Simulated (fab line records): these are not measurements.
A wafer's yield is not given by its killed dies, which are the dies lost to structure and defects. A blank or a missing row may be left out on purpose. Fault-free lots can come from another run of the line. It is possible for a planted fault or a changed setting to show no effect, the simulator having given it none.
Matching of chambers -- flow nandHarc -- NHARC_A_CONTACT_ETCH_102 on rieDiel-07: 4 sister chambers
The step etches the open film in CF4/O2, target depth 70 nm, overetch 7 nm, time 38.5 s. 18 wafers are shown with their chamber, then 9 later ones without.

## WAFERS PAIRED WITH THEIR CHAMBERS
wafer,chamber,showerheadPlenumPTorr (Torr),rfVppV (V),oesProductAu (a.u.)
L074.4,3,1.27,196.8,1.022
L074.5,0,1.37,198.2,0.999
L074.6,3,1.27,196.3,1.001
L076.3,1,1.40,199.5,1.010
L076.5,2,1.38,199.7,0.990
L076.6,1,1.40,198.9,1.010
L078.4,2,1.38,198.3,1.013
L078.5,0,1.36,197.9,0.999
L078.6,3,1.27,196.9,1.020
L080.3,1,1.40,199.3,0.999
L080.5,3,1.27,195.2,1.024
L080.6,2,1.37,198.0,0.995
L082.4,1,1.40,198.8,1.001
L082.5,0,1.36,197.7,0.985
L082.6,1,1.40,199.5,1.004
L084.1,1,1.40,198.2,1.009
L084.2,0,1.36,197.6,0.988
L084.4,2,1.37,198.6,0.996

SIGNATURES (averages over the wafers above)
reading,chamber 0,chamber 1,chamber 2,chamber 3,scatter within a chamber
showerheadPlenumPTorr,1.3625,1.4000,1.3750,1.2700,0.00354
rfVppV,197.850,199.033,198.650,196.300,0.595
oesProductAu,0.99275,1.00550,0.99850,1.01675,0.0081
Rule: a wafer lies at a distance from a chamber equal to the root of the sum of squares, over the readings, of (its reading less the chamber's mean, divided by the reading's scatter). If the next closest chamber is less than 2 further off than the closest, the wafer can't be placed; otherwise it belongs to the closest. The scatter: the root of (the sum of the squares of (reading less its chamber's mean) over the shown wafers, divided by (wafers less chambers)).

## WAFERS WITH NO CHAMBER GIVEN
wafer,showerheadPlenumPTorr (Torr),rfVppV (V),oesProductAu (a.u.)
L083.4,1.36,197.6,0.999
L083.5,1.36,198.4,0.989
L083.6,1.27,195.7,1.012
L086.1,1.27,195.7,1.006
L086.3,1.39,198.5,1.004
L086.6,1.37,198.5,1.002
L092.1,1.36,198.9,1.005
L092.2,1.39,198.3,0.997
L092.5,1.39,199.5,0.998

## THE CHAMBER EACH PASSED THROUGH
wafer,from the rows above,in truth
L083.4,0,0
L083.5,0,0
L083.6,3,3
L086.1,3,3
L086.3,can't be placed: 1 or 2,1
L086.6,can't be placed: 2 or 0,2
L092.1,can't be placed: 0 or 2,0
L092.2,can't be placed: 1 or 2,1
L092.5,can't be placed: 1 or 2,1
4 of 9 placed correctly. From these rows, 5 cannot be placed; in 5 the true chamber is one of the candidates. Number placed wrongly: 0.
